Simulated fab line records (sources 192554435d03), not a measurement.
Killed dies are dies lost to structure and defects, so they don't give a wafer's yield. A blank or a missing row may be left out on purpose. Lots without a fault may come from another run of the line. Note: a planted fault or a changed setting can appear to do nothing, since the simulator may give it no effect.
Split-lot study ; flow n5_finfet ; on a route of 1938 steps: 7 lots, 21 wafers read

== ON THE SPLIT ==
At N5_BEOL_M3_COAT_62 (time 60 s, resist thk 12 nm), the setting spin_rpm was moved away from the recipe's 1500 rpm on 8 of the 21 wafers read, by -10.1% to +9.2%. All remaining wafers had this setting at the recipe value.

== FROM THE SPLIT TO THE READING: what the file shows between them, 4 steps ==
- N5_BEOL_M3_COAT_73: time 60 s, resist thk 5 nm
- N5_BEOL_M3_COAT_05: resist thk 30 nm
- N5_BEOL_M3_DESCUM_16: chemistry O2, time 7 s
- N5_BEOL_M3_ETCH_74: etches underlayer in N2/H2, target depth 6.5 nm, time 5.2 s

== THE READING ==
CAR-EUV_of_BEOL_M3_COAT_05.thk_nm (the simulator's own value, which no gauge read), in nm, at N5_BEOL_M3_ETCH_63 (etches SiARC in CF4, target depth 15.6 nm, time 26 s). There is no usual value for it anywhere in the file.

wafer;tool, chamber at the split;spin_rpm as run, rpm;against the recipe;CAR-EUV_of_BEOL_M3_COAT_05.thk_nm, nm;against lot-mates on the recipe
L074.3;litho_track-01, 0;1500;recipe;11.2;-
L074.5;litho_track-01, 0;1638;+9.2%;11.6;+0.4
L074.6;litho_track-01, 0;1638;+9.2%;11.6;+0.4
L077.1;litho_track-05, 0;1500;recipe;11.2;-
L077.4;litho_track-05, 0;1500;recipe;11.2;-
L077.5;litho_track-05, 0;1500;recipe;11.2;-
L086.1;litho_track-05, 0;1562;+4.1%;11.2;+0.0
L086.3;litho_track-05, 0;1500;recipe;11.2;-
L086.6;litho_track-05, 0;1562;+4.1%;11.2;+0.0
L087.1;litho_track-05, 0;1500;recipe;11.2;-
L087.2;litho_track-05, 0;1500;recipe;11.2;-
L087.6;litho_track-05, 0;1349;-10.1%;10.6;-0.6
L091.3;litho_track-05, 0;1500;recipe;11.2;-
L091.4;litho_track-05, 0;1627;+8.5%;11.6;+0.4
L091.6;litho_track-05, 0;1627;+8.5%;11.4;+0.2
L093.1;litho_track-01, 0;1589;+5.9%;11.4;+0.2
L093.2;litho_track-01, 0;1500;recipe;11.2;-
L093.4;litho_track-01, 0;1500;recipe;11.2;-
L094.2;litho_track-05, 0;1500;recipe;11.2;-
L094.4;litho_track-05, 0;1500;recipe;11.2;-
L094.6;litho_track-05, 0;1500;recipe;11.2;-

THE FIT
A straight line over all 21 wafers: CAR-EUV_of_BEOL_M3_COAT_05.thk_nm changes by +0.0435 nm for each +1% of spin_rpm; r = +0.94; the points scatter about the line by 0.072 nm.
The same after taking each lot's own level away (the mean of its wafers on the recipe; 21 wafers): +0.0435 nm for each +1%; r = +0.94; scatter 0.072 nm.
According to that fit, moving spin_rpm by its largest amount changes the reading by 0.44 nm.
The lots' own levels span 11.20 to 11.20 nm.
So the lot-to-lot level changes the slope little: the two slopes agree.
Check: with one of the wafers moved furthest among these (-10.1%) left out of the fit, the line predicts -0.387 nm for it against its lot-mates. Against them it came out at -0.6 nm.

== OTHER SPLITS ON THESE WAFERS ==
Before the reading, these wafers also passed through other splits. Each is held against what the fit with the lots' levels taken away leaves over:
other split on the same wafers;wafers away from the commonest value;r with CAR-EUV_of_BEOL_M3_COAT_05.thk_nm (lot level and that fit taken away)
N5_BEOL_M0_SAQP_SPACER2_ALD_26 target_thk_a;8;+0.13
N5_BEOL_M0_SAQP_COAT_87 temp_c;4;-0.05
N5_BEOL_M1_COAT_61 spin_rpm;9;-0.13
N5_BEOL_M1_COAT_62 spin_rpm;5;+0.27
N5_BEOL_M3_HM_DEP_02 target_thk_a;10;-0.18

== THE WHOLE CHAIN: every reading that the file lists as answering this split, in the file's order ==
step;what it does;reading;change (the file's fit);r (the file's)
N5_BEOL_M3_COAT_62;time 60 s, resist thk 12 nm;SiARC_of_BEOL_M3_COAT_62.thk_nm (the simulator's own value, which no gauge read);-0.0602 nm for each +1% of the setting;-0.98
N5_BEOL_M3_ETCH_63;etches SiARC in CF4, target depth 15.6 nm, time 26 s;etch.depth_nm (the simulator's own value, which no gauge read);-0.0584 nm for each +1% of the setting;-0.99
N5_BEOL_M3_ETCH_63;etches SiARC in CF4, target depth 15.6 nm, time 26 s;CAR-EUV_of_BEOL_M3_COAT_05.thk_nm (the simulator's own value, which no gauge read);+0.0434 nm for each +1% of the setting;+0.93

== THE FILE'S OWN FIT ==
CAR-EUV_of_BEOL_M3_COAT_05.thk_nm changes by +0.0434 nm for each +1% of spin_rpm, r = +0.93.
